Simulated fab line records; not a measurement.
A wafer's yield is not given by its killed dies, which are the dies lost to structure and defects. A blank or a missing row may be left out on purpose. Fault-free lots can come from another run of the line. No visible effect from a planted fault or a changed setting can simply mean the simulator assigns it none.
What tool caused it? / flow n5_finfet / Sampling: 15 lots, 45 wafers, 5 of 1938 route steps

## WHAT THE GAUGES READ, wafer by wafer
N5_BEOL_M7_INSPECT_58: inspects for defects (darkfield). Usual: raw_defect_count 63, standard deviation 23.
lot=L825; measured=day 9 10:42; on=defect_inspect-01; raw_defect_count=73 47 37; flag=
lot=L826; measured=day 10 04:57; on=defect_inspect-02; raw_defect_count=64 151 78; flag=
lot=L827; measured=day 10 11:06; on=defect_inspect-02; raw_defect_count=97 70 66; flag=
lot=L830; measured=day 10 13:50; on=defect_inspect-02; raw_defect_count=55 59 62; flag=
lot=L829; measured=day 10 18:13; on=defect_inspect-02; raw_defect_count=41 45 60; flag=
lot=L832; measured=day 11 10:41; on=defect_inspect-02; raw_defect_count=72 45 98; flag=
lot=L834; measured=day 11 18:48; on=defect_inspect-02; raw_defect_count=90 45 51; flag=
lot=L835; measured=day 11 22:22; on=defect_inspect-02; raw_defect_count=58 77 66; flag=
lot=L836; measured=day 12 15:55; on=defect_inspect-02; raw_defect_count=39 46 47; flag=
lot=L839; measured=day 12 23:01; on=defect_inspect-01; raw_defect_count=61 80 29; flag=
lot=L840; measured=day 13 07:03; on=defect_inspect-02; raw_defect_count=98 44 87; flag=
lot=L843; measured=day 14 04:59; on=defect_inspect-01; raw_defect_count=34 66 35; flag=
lot=L845; measured=day 14 12:26; on=defect_inspect-01; raw_defect_count=33 57 33; flag=
lot=L844; measured=day 15 04:21; on=defect_inspect-01; raw_defect_count=74 40 89; flag=
lot=L846; measured=day 15 15:05; on=defect_inspect-01; raw_defect_count=50 42 51; flag=

N5_BEOL_M8_OVL_MEAS_12. Usual: M8_OVL -0.3 nm, standard deviation 0.6.
lot=L825; measured=day 9 13:22; on=overlay-01; M8_OVL (nm)=0.4 0.3 0.4; flag=
lot=L826; measured=day 10 06:44; on=overlay-01; M8_OVL (nm)=-1.2 0.2 -0.7; flag=
lot=L827; measured=day 10 12:45; on=overlay-01; M8_OVL (nm)=-1.6 -0.6 -0.8; flag=
lot=L830; measured=day 10 17:40; on=overlay-01; M8_OVL (nm)=-1.0 0.0 -0.4; flag=
lot=L829; measured=day 10 21:14; on=overlay-02; M8_OVL (nm)=-0.5 -0.7 0.5; flag=
lot=L832; measured=day 11 14:03; on=overlay-01; M8_OVL (nm)=-0.6 -0.8 0.1; flag=
lot=L834; measured=day 11 22:29; on=overlay-02; M8_OVL (nm)=-0.7 -0.7 -0.7; flag=
lot=L835; measured=day 11 23:49; on=overlay-01; M8_OVL (nm)=0.2 0.6 0.1; flag=
lot=L836; measured=day 12 17:16; on=overlay-01; M8_OVL (nm)=0.3 -0.7 -1.0; flag=
lot=L839; measured=day 13 00:25; on=overlay-02; M8_OVL (nm)=-0.3 0.1 0.3; flag=
lot=L840; measured=day 13 09:40; on=overlay-02; M8_OVL (nm)=-1.1 -1.1 -0.9; flag=
lot=L843; measured=day 14 06:13; on=overlay-02; M8_OVL (nm)=0.0 1.2 0.3; flag=
lot=L845; measured=day 14 16:19; on=overlay-01; M8_OVL (nm)=-0.9 -0.2 -1.5; flag=
lot=L844; measured=day 15 06:21; on=overlay-02; M8_OVL (nm)=0.4 -0.2 -0.8; flag=
lot=L846; measured=day 15 16:13; on=overlay-02; M8_OVL (nm)=-0.4 0.6 0.5; flag=

N5_BEOL_M8_CD_MEAS_18: pitch 80 nm, target cd 40 nm. Usual: cd_nm 40.1 nm, standard deviation 0.64.
lot=L825; measured=day 9 13:59; on=cd_sem-01; cd_nm (nm)=40.6 40.2 40.3; flag=
lot=L826; measured=day 10 07:15; on=cd_sem-03; cd_nm (nm)=40.4 40.6 39.7; flag=
lot=L827; measured=day 10 13:34; on=cd_sem-02; cd_nm (nm)=38.5 39.0 38.5; flag=
lot=L830; measured=day 10 18:13; on=cd_sem-01; cd_nm (nm)=40.6 40.9 41.0; flag=
lot=L829; measured=day 10 22:19; on=cd_sem-01; cd_nm (nm)=40.1 39.9 40.0; flag=
lot=L832; measured=day 11 14:41; on=cd_sem-02; cd_nm (nm)=39.8 40.0 40.7; flag=
lot=L834; measured=day 11 23:04; on=cd_sem-03; cd_nm (nm)=40.9 39.6 40.1; flag=
lot=L835; measured=day 12 00:20; on=cd_sem-01; cd_nm (nm)=40.9 41.1 40.2; flag=
lot=L836; measured=day 12 17:46; on=cd_sem-03; cd_nm (nm)=40.6 39.9 39.1; flag=
lot=L839; measured=day 13 00:58; on=cd_sem-01; cd_nm (nm)=39.9 40.0 40.3; flag=
lot=L840; measured=day 13 10:21; on=cd_sem-03; cd_nm (nm)=39.8 40.1 40.3; flag=
lot=L843; measured=day 14 06:44; on=cd_sem-01; cd_nm (nm)=- - -; flag=OFF
lot=L845; measured=day 14 16:58; on=cd_sem-03; cd_nm (nm)=- - -; flag=OFF
lot=L844; measured=day 15 07:17; on=cd_sem-03; cd_nm (nm)=- - -; flag=OFF
lot=L846; measured=day 15 16:57; on=cd_sem-01; cd_nm (nm)=39.5 40.5 40.5; flag=

## EACH LOT AND THE TOOL THAT RAN IT (in order: tool; ch and the chambers of the sampled wafers; start)
lot=L825; N5_BEOL_M8_DESCUM_16=rie_diel-06 ch 0,3, day 9 13:32; N5_BEOL_M8_HM_OPEN_17=rie_metal-02 ch 0,1, day 9 13:49
lot=L826; N5_BEOL_M8_DESCUM_16=rie_diel-06 ch 0,2, day 10 06:47; N5_BEOL_M8_HM_OPEN_17=rie_metal-02 ch 0,1, day 10 07:04
lot=L827; N5_BEOL_M8_DESCUM_16=rie_diel-06 ch 0,2,3, day 10 13:05; N5_BEOL_M8_HM_OPEN_17=rie_metal-01 ch 0,1, day 10 13:22
lot=L830; N5_BEOL_M8_DESCUM_16=rie_diel-05 ch 0,1,2, day 10 17:44; N5_BEOL_M8_HM_OPEN_17=rie_metal-03 ch 0,1, day 10 18:00
lot=L829; N5_BEOL_M8_DESCUM_16=rie_diel-01 ch 1,3, day 10 21:39; N5_BEOL_M8_HM_OPEN_17=rie_metal-03 ch 1, day 10 21:56
lot=L832; N5_BEOL_M8_DESCUM_16=rie_diel-05 ch 0,2,3, day 11 14:13; N5_BEOL_M8_HM_OPEN_17=rie_metal-02 ch 0,1, day 11 14:29
lot=L834; N5_BEOL_M8_DESCUM_16=rie_diel-01 ch 0,1,2, day 11 22:35; N5_BEOL_M8_HM_OPEN_17=rie_metal-03 ch 0,1, day 11 22:52
lot=L835; N5_BEOL_M8_DESCUM_16=rie_diel-05 ch 0,3, day 11 23:52; N5_BEOL_M8_HM_OPEN_17=rie_metal-03 ch 0,1, day 12 00:09
lot=L836; N5_BEOL_M8_DESCUM_16=rie_diel-01 ch 0,1, day 12 17:19; N5_BEOL_M8_HM_OPEN_17=rie_metal-01 ch 0,1, day 12 17:35
lot=L839; N5_BEOL_M8_DESCUM_16=rie_diel-01 ch 1,2,3, day 13 00:31; N5_BEOL_M8_HM_OPEN_17=rie_metal-02 ch 0,1, day 13 00:47
lot=L840; N5_BEOL_M8_DESCUM_16=rie_diel-01 ch 1,3, day 13 09:53; N5_BEOL_M8_HM_OPEN_17=rie_metal-02 ch 0,1, day 13 10:10
lot=L843; N5_BEOL_M8_DESCUM_16=rie_diel-05 ch 1,2, day 14 06:17; N5_BEOL_M8_HM_OPEN_17=rie_metal-02 ch 0,1, day 14 06:33
lot=L845; N5_BEOL_M8_DESCUM_16=rie_diel-06 ch 1,3, day 14 16:31; N5_BEOL_M8_HM_OPEN_17=rie_metal-03 ch 0,1, day 14 16:47
lot=L844; N5_BEOL_M8_DESCUM_16=rie_diel-06 ch 1,2,3, day 15 06:45; N5_BEOL_M8_HM_OPEN_17=rie_metal-01 ch 0,1, day 15 07:02
lot=L846; N5_BEOL_M8_DESCUM_16=rie_diel-05 ch 0,3, day 15 16:23; N5_BEOL_M8_HM_OPEN_17=rie_metal-03 ch 0,1, day 15 16:40
- N5_BEOL_M8_DESCUM_16: chemistry O2, time 7.9 s.
- N5_BEOL_M8_HM_OPEN_17: chemistry Cl2/BCl3, target TiN, target depth 20 nm, overetch 6 nm.

## AS READ BY THE TOOLS THEMSELVES (means over the sampled wafers that have a number; for cases with no such wafer, the mark the record gives instead)
N5_BEOL_M8_DESCUM_16. Usual: drypump_motor_current_A 5.7 A, standard deviation 0.46; oes_product_au 0.80 a.u., standard deviation 0.11; rf_vpp_V 243.4 V, standard deviation 1.7; showerhead_plenum_p_Torr 2.11 Torr, standard deviation 0.11; temp_c 40.01 C, standard deviation 0.11; throttle_valve_pct 20.41 %, standard deviation 0.24.
lot=L825; tool=rie_diel-06; drypump_motor_current_A (A)=5.9; oes_product_au (a.u.)=0.77; rf_vpp_V (V)=244.9; showerhead_plenum_p_Torr (Torr)=2.20; temp_c (C)=40.00; throttle_valve_pct (%)=20.61; flag=
lot=L826; tool=rie_diel-06; drypump_motor_current_A (A)=5.9; oes_product_au (a.u.)=0.73; rf_vpp_V (V)=243.6; showerhead_plenum_p_Torr (Torr)=2.13; temp_c (C)=40.06; throttle_valve_pct (%)=20.65; flag=
lot=L827; tool=rie_diel-06; drypump_motor_current_A (A)=5.8; oes_product_au (a.u.)=0.74; rf_vpp_V (V)=243.1; showerhead_plenum_p_Torr (Torr)=2.12; temp_c (C)=39.92; throttle_valve_pct (%)=20.60; flag=
lot=L830; tool=rie_diel-05; drypump_motor_current_A (A)=5.8; oes_product_au (a.u.)=0.88; rf_vpp_V (V)=244.2; showerhead_plenum_p_Torr (Torr)=2.12; temp_c (C)=40.03; throttle_valve_pct (%)=20.41; flag=
lot=L829; tool=rie_diel-01; drypump_motor_current_A (A)=5.6; oes_product_au (a.u.)=0.69; rf_vpp_V (V)=242.5; showerhead_plenum_p_Torr (Torr)=2.06; temp_c (C)=40.00; throttle_valve_pct (%)=20.43; flag=
lot=L832; tool=rie_diel-05; drypump_motor_current_A (A)=5.3; oes_product_au (a.u.)=0.79; rf_vpp_V (V)=241.9; showerhead_plenum_p_Torr (Torr)=2.06; temp_c (C)=40.01; throttle_valve_pct (%)=20.38; flag=
lot=L834; tool=rie_diel-01; drypump_motor_current_A (A)=6.0; oes_product_au (a.u.)=0.81; rf_vpp_V (V)=243.0; showerhead_plenum_p_Torr (Torr)=2.09; temp_c (C)=39.98; throttle_valve_pct (%)=20.28; flag=
lot=L835; tool=rie_diel-05; drypump_motor_current_A (A)=5.2; oes_product_au (a.u.)=0.72; rf_vpp_V (V)=241.1; showerhead_plenum_p_Torr (Torr)=1.95; temp_c (C)=40.05; throttle_valve_pct (%)=20.57; flag=
lot=L836; tool=rie_diel-01; drypump_motor_current_A (A)=5.9; oes_product_au (a.u.)=0.71; rf_vpp_V (V)=242.5; showerhead_plenum_p_Torr (Torr)=2.06; temp_c (C)=39.89; throttle_valve_pct (%)=20.48; flag=
lot=L839; tool=rie_diel-01; drypump_motor_current_A (A)=5.9; oes_product_au (a.u.)=0.85; rf_vpp_V (V)=242.7; showerhead_plenum_p_Torr (Torr)=2.07; temp_c (C)=39.93; throttle_valve_pct (%)=20.19; flag=
lot=L840; tool=rie_diel-01; drypump_motor_current_A (A)=5.8; oes_product_au (a.u.)=0.77; rf_vpp_V (V)=243.0; showerhead_plenum_p_Torr (Torr)=2.04; temp_c (C)=40.03; throttle_valve_pct (%)=20.38; flag=
lot=L843; tool=rie_diel-05; drypump_motor_current_A (A)=6.2; oes_product_au (a.u.)=0.89; rf_vpp_V (V)=245.8; showerhead_plenum_p_Torr (Torr)=2.23; temp_c (C)=39.88; throttle_valve_pct (%)=20.45; flag=
lot=L845; tool=rie_diel-06; drypump_motor_current_A (A)=5.8; oes_product_au (a.u.)=0.82; rf_vpp_V (V)=243.1; showerhead_plenum_p_Torr (Torr)=2.08; temp_c (C)=40.18; throttle_valve_pct (%)=20.38; flag=
lot=L844; tool=rie_diel-06; drypump_motor_current_A (A)=5.7; oes_product_au (a.u.)=0.85; rf_vpp_V (V)=243.9; showerhead_plenum_p_Torr (Torr)=2.15; temp_c (C)=39.95; throttle_valve_pct (%)=20.34; flag=
lot=L846; tool=rie_diel-05; drypump_motor_current_A (A)=5.2; oes_product_au (a.u.)=0.87; rf_vpp_V (V)=241.7; showerhead_plenum_p_Torr (Torr)=1.99; temp_c (C)=40.01; throttle_valve_pct (%)=20.26; flag=

N5_BEOL_M8_HM_OPEN_17. Usual: bcl3_flow_sccm 21.75 sccm, standard deviation 0.075; bias_w 126.0 W, standard deviation 0.35; drypump_motor_current_A 5.3 A, standard deviation 0.34; oes_product_au 0.71 a.u., standard deviation 0.084; throttle_valve_pct 22.2 %, standard deviation 0.35.
lot=L825; tool=rie_metal-02; bcl3_flow_sccm (sccm)=21.82; bias_w (W)=125.9; drypump_motor_current_A (A)=5.4; oes_product_au (a.u.)=0.74; throttle_valve_pct (%)=21.9; flag=
lot=L826; tool=rie_metal-02; bcl3_flow_sccm (sccm)=21.77; bias_w (W)=126.3; drypump_motor_current_A (A)=5.2; oes_product_au (a.u.)=0.78; throttle_valve_pct (%)=22.1; flag=
lot=L827; tool=rie_metal-01; bcl3_flow_sccm (sccm)=21.72; bias_w (W)=126.1; drypump_motor_current_A (A)=5.4; oes_product_au (a.u.)=0.66; throttle_valve_pct (%)=22.0; flag=
lot=L830; tool=rie_metal-03; bcl3_flow_sccm (sccm)=21.79; bias_w (W)=126.2; drypump_motor_current_A (A)=5.2; oes_product_au (a.u.)=0.68; throttle_valve_pct (%)=22.5; flag=
lot=L829; tool=rie_metal-03; bcl3_flow_sccm (sccm)=21.79; bias_w (W)=126.1; drypump_motor_current_A (A)=4.9; oes_product_au (a.u.)=0.79; throttle_valve_pct (%)=22.5; flag=
lot=L832; tool=rie_metal-02; bcl3_flow_sccm (sccm)=21.81; bias_w (W)=125.8; drypump_motor_current_A (A)=5.4; oes_product_au (a.u.)=0.73; throttle_valve_pct (%)=21.9; flag=
lot=L834; tool=rie_metal-03; bcl3_flow_sccm (sccm)=21.67; bias_w (W)=125.9; drypump_motor_current_A (A)=5.2; oes_product_au (a.u.)=0.66; throttle_valve_pct (%)=22.4; flag=
lot=L835; tool=rie_metal-03; bcl3_flow_sccm (sccm)=21.74; bias_w (W)=125.9; drypump_motor_current_A (A)=5.2; oes_product_au (a.u.)=0.66; throttle_valve_pct (%)=22.5; flag=
lot=L836; tool=rie_metal-01; bcl3_flow_sccm (sccm)=21.77; bias_w (W)=126.2; drypump_motor_current_A (A)=5.6; oes_product_au (a.u.)=0.59; throttle_valve_pct (%)=22.1; flag=
lot=L839; tool=rie_metal-02; bcl3_flow_sccm (sccm)=21.72; bias_w (W)=126.1; drypump_motor_current_A (A)=5.4; oes_product_au (a.u.)=0.72; throttle_valve_pct (%)=21.9; flag=
lot=L840; tool=rie_metal-02; bcl3_flow_sccm (sccm)=21.76; bias_w (W)=126.3; drypump_motor_current_A (A)=5.2; oes_product_au (a.u.)=0.75; throttle_valve_pct (%)=22.1; flag=
lot=L843; tool=rie_metal-02; bcl3_flow_sccm (sccm)=-; bias_w (W)=-; drypump_motor_current_A (A)=-; oes_product_au (a.u.)=-; throttle_valve_pct (%)=-; flag=OFF
lot=L845; tool=rie_metal-03; bcl3_flow_sccm (sccm)=-; bias_w (W)=-; drypump_motor_current_A (A)=-; oes_product_au (a.u.)=-; throttle_valve_pct (%)=-; flag=OFF
lot=L844; tool=rie_metal-01; bcl3_flow_sccm (sccm)=-; bias_w (W)=-; drypump_motor_current_A (A)=-; oes_product_au (a.u.)=-; throttle_valve_pct (%)=-; flag=OFF
lot=L846; tool=rie_metal-03; bcl3_flow_sccm (sccm)=21.77; bias_w (W)=125.6; drypump_motor_current_A (A)=5.1; oes_product_au (a.u.)=0.71; throttle_valve_pct (%)=22.5; flag=

## THE ANSWER, worked out from the rows above alone
Rule: lot off if the mean of its wafers having a number is beyond 3 standard deviations from the usual mean. A lot without any number at a reading at which 4 lots or more have one is off too. Where the step has rows for the other lots, those lots are counted as sound. First the gauges in route order, then the tools' own readings, where a lot's mean is used as printed above. At the first step where some lot is off, the reading lying furthest off is the one used; lots without a number count as furthest.
Off, at N5_BEOL_M8_CD_MEAS_18 on cd_nm: L843, L845, L844. Without a number there: L843, L845, L844.
A tool fits if, at a process step before that reading, it ran every lot that is off, and no sound lot after the first of them. The gauges at N5_BEOL_M8_CD_MEAS_18 aren't tried: what is off there is off at N5_BEOL_M8_HM_OPEN_17 too, on other tools, and a gauge's error can't cause that. No candidate that was tried fits.

## WHAT THE SIMULATOR HAD PUT IN
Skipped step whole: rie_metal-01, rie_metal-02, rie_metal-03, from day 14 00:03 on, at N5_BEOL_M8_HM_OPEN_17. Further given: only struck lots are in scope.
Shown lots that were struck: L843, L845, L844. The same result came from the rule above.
